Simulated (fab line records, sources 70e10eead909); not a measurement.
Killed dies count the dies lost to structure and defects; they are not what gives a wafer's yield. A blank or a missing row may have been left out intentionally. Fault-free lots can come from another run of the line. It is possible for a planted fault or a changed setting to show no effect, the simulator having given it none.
Which tool did it? || flow nand-harc || 7 lots, 20 wafers sampled, at 4 steps of a route of 1302

## WHAT THE GAUGES READ, wafer by wafer
NHARC_A_WL_FILL_INSPECT_15.
{"lot": "L558", "measured": "day 21 14:58", "on": "defect-inspect-01", "raw-defect-count": "416 319 285"}
{"lot": "L561", "measured": "day 22 23:53", "on": "defect-inspect-01", "raw-defect-count": "638 717 534"}
{"lot": "L564", "measured": "day 23 23:20", "on": "defect-inspect-01", "raw-defect-count": "531 630 475"}
{"lot": "L566", "measured": "day 24 18:35", "on": "defect-inspect-01", "raw-defect-count": "458 290 359"}
{"lot": "L568", "measured": "day 25 09:27", "on": "defect-inspect-02", "raw-defect-count": "394 465 347"}
{"lot": "L572", "measured": "day 26 23:46", "on": "defect-inspect-01", "raw-defect-count": "631 428 397"}
{"lot": "L578", "measured": "day 30 03:01", "on": "defect-inspect-01", "raw-defect-count": "413 449"}

## WHAT TOOL EACH LOT RAN ON (gives the tool, then ch and the chambers of the sampled wafers, and finally the start)
{"lot": "L558", "NHARC_A_WL_FILL_ETCHBACK_05": "rie-metal-01 ch 0, day 20 22:26", "NHARC_A_WL_FILL_ALD_10": "ald-hk-04 ch 1,2,3, day 21 05:39", "NHARC_A_WL_FILL_ETCHBACK_17": "rie-metal-02 ch 0,1, day 21 09:30"}
{"lot": "L561", "NHARC_A_WL_FILL_ETCHBACK_05": "rie-metal-02 ch 0,1, day 22 04:38", "NHARC_A_WL_FILL_ALD_10": "ald-hk-01 ch 0,1,2, day 22 13:13", "NHARC_A_WL_FILL_ETCHBACK_17": "rie-metal-02 ch 0,1, day 22 18:02"}
{"lot": "L564", "NHARC_A_WL_FILL_ETCHBACK_05": "rie-metal-01 ch 0,1, day 23 07:10", "NHARC_A_WL_FILL_ALD_10": "ald-hk-04 ch 0,2,3, day 23 12:17", "NHARC_A_WL_FILL_ETCHBACK_17": "rie-metal-02 ch 0,1, day 23 17:10"}
{"lot": "L566", "NHARC_A_WL_FILL_ETCHBACK_05": "rie-metal-03 ch 0,1, day 24 01:46", "NHARC_A_WL_FILL_ALD_10": "ald-hk-01 ch 1,2,3, day 24 07:56", "NHARC_A_WL_FILL_ETCHBACK_17": "rie-metal-01 ch 0,1, day 24 12:14"}
{"lot": "L568", "NHARC_A_WL_FILL_ETCHBACK_05": "rie-metal-03 ch 0,1, day 24 16:57", "NHARC_A_WL_FILL_ALD_10": "ald-hk-04 ch 0,1,3, day 24 22:00", "NHARC_A_WL_FILL_ETCHBACK_17": "rie-metal-03 ch 0,1, day 25 02:48"}
{"lot": "L572", "NHARC_A_WL_FILL_ETCHBACK_05": "rie-metal-03 ch 1, day 26 07:10", "NHARC_A_WL_FILL_ALD_10": "ald-hk-03 ch 1,2, day 26 12:31", "NHARC_A_WL_FILL_ETCHBACK_17": "rie-metal-02 ch 0,1, day 26 17:21"}
{"lot": "L578", "NHARC_A_WL_FILL_ETCHBACK_05": "rie-metal-01 ch 1, day 29 05:43", "NHARC_A_WL_FILL_ALD_10": "ald-hk-01 ch 3, day 29 16:16", "NHARC_A_WL_FILL_ETCHBACK_17": "rie-metal-01 ch 0, day 29 20:41"}
- NHARC_A_WL_FILL_ETCHBACK_05: etches the open film in Cl2/BCl3, target depth 22 nm, time 60 s.
- NHARC_A_WL_FILL_ALD_10: deposits SiO2, target thk 50 nm, pulse time 10 s, ald cycles 500.
- NHARC_A_WL_FILL_ETCHBACK_17: etches the open film in Cl2/BCl3, target depth 4 nm, time 26.7 s.

## THE ANSWER, worked out from the rows above alone
Rule: what is usual is taken from the lots themselves. Put in order of their means at a reading, lots are off if they are a third of the lots or fewer, leave a main group of 4 or more, and stand apart from it by a gap of 3 or more times the standard deviation of the main group's means; of several such gaps the widest counts. A main group whose means are all the same, to the digits that the tables above print for the reading, isn't used. Also off: a lot with no number at a reading for which 4 or more lots have one. Any other lot the step has rows for is counted as sound.
No lot is off at any reading shown: from this, nothing can be told.

## WHAT THE SIMULATOR HAD PUT IN
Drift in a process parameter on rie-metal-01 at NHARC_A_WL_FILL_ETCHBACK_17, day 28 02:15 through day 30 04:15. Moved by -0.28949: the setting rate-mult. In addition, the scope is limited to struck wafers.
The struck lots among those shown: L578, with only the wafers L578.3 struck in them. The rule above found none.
